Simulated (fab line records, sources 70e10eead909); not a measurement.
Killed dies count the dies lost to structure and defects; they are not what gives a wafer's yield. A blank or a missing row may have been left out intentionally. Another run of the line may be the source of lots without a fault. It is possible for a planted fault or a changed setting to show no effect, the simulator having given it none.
Chamber matching / flow nand harc / NHARC_P_BONDPAD_DEP_00 on pecvd-04: 3 sister chambers
The step deposits SiCN, target thk 250 nm. 14 wafers are shown with their chamber, then 7 later ones without.

## WAFERS WITH THEIR CHAMBER
wafer=L612.4; chamber=1; showerhead vpp V (V)=1270; rf fwd power W (W)=451.1; heater power w (W)=544
wafer=L612.5; chamber=0; showerhead vpp V (V)=1342; rf fwd power W (W)=450.3; heater power w (W)=564
wafer=L612.6; chamber=2; showerhead vpp V (V)=1353; rf fwd power W (W)=448.3; heater power w (W)=583
wafer=L615.2; chamber=1; showerhead vpp V (V)=1271; rf fwd power W (W)=450.4; heater power w (W)=463
wafer=L615.4; chamber=1; showerhead vpp V (V)=1271; rf fwd power W (W)=450.6; heater power w (W)=484
wafer=L615.6; chamber=2; showerhead vpp V (V)=1345; rf fwd power W (W)=447.7; heater power w (W)=588
wafer=L617.1; chamber=2; showerhead vpp V (V)=1367; rf fwd power W (W)=449.1; heater power w (W)=479
wafer=L617.3; chamber=0; showerhead vpp V (V)=1343; rf fwd power W (W)=449.4; heater power w (W)=546
wafer=L617.5; chamber=0; showerhead vpp V (V)=1329; rf fwd power W (W)=448.1; heater power w (W)=548
wafer=L616.3; chamber=0; showerhead vpp V (V)=1323; rf fwd power W (W)=448.1; heater power w (W)=486
wafer=L616.5; chamber=0; showerhead vpp V (V)=1355; rf fwd power W (W)=448.5; heater power w (W)=511
wafer=L616.6; chamber=2; showerhead vpp V (V)=1332; rf fwd power W (W)=448.0; heater power w (W)=592
wafer=L621.2; chamber=2; showerhead vpp V (V)=1354; rf fwd power W (W)=448.3; heater power w (W)=555
wafer=L621.5; chamber=1; showerhead vpp V (V)=1257; rf fwd power W (W)=447.5; heater power w (W)=517

SIGNATURES (averages over the wafers above)
reading=showerhead vpp V; chamber 0=1338.40; chamber 1=1267.25; chamber 2=1350.20; scatter within a chamber=11.4
reading=rf fwd power W; chamber 0=448.880; chamber 1=449.900; chamber 2=448.280; scatter within a chamber=1.07
reading=heater power w; chamber 0=531.00; chamber 1=502.00; chamber 2=559.40; scatter within a chamber=39.1
Rule: for a wafer and a chamber, the distance is found by dividing, reading by reading, the gap between the wafer's reading and the chamber's mean by the reading's scatter, squaring, summing and taking the root. The wafer belongs to the nearest chamber; if the next one is less than 2 further off, it can't be placed. The scatter is the square root of a quotient: the sum, over the shown wafers, of each reading's squared deviation from its chamber's mean, divided by wafers minus chambers.

## WAFERS WITH NO CHAMBER GIVEN
wafer=L621.6; showerhead vpp V (V)=1337; rf fwd power W (W)=446.2; heater power w (W)=582
wafer=L619.2; showerhead vpp V (V)=1348; rf fwd power W (W)=451.1; heater power w (W)=534
wafer=L619.4; showerhead vpp V (V)=1325; rf fwd power W (W)=452.2; heater power w (W)=537
wafer=L619.6; showerhead vpp V (V)=1287; rf fwd power W (W)=450.1; heater power w (W)=532
wafer=L629.2; showerhead vpp V (V)=1344; rf fwd power W (W)=449.6; heater power w (W)=600
wafer=L629.5; showerhead vpp V (V)=1349; rf fwd power W (W)=447.6; heater power w (W)=584
wafer=L629.6; showerhead vpp V (V)=1272; rf fwd power W (W)=449.3; heater power w (W)=551

## WHICH CHAMBER EACH WENT THROUGH
wafer=L621.6; from the rows above=can't be placed: 2 or 0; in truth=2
wafer=L619.2; from the rows above=can't be placed: 0 or 2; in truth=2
wafer=L619.4; from the rows above=can't be placed: 0 or 2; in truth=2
wafer=L619.6; from the rows above=1; in truth=1
wafer=L629.2; from the rows above=can't be placed: 2 or 0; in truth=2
wafer=L629.5; from the rows above=can't be placed: 2 or 0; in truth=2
wafer=L629.6; from the rows above=1; in truth=1
2 of 7 placed correctly. From these rows, 5 cannot be placed; in 5 the true chamber is one of the candidates. 0 placed wrongly.
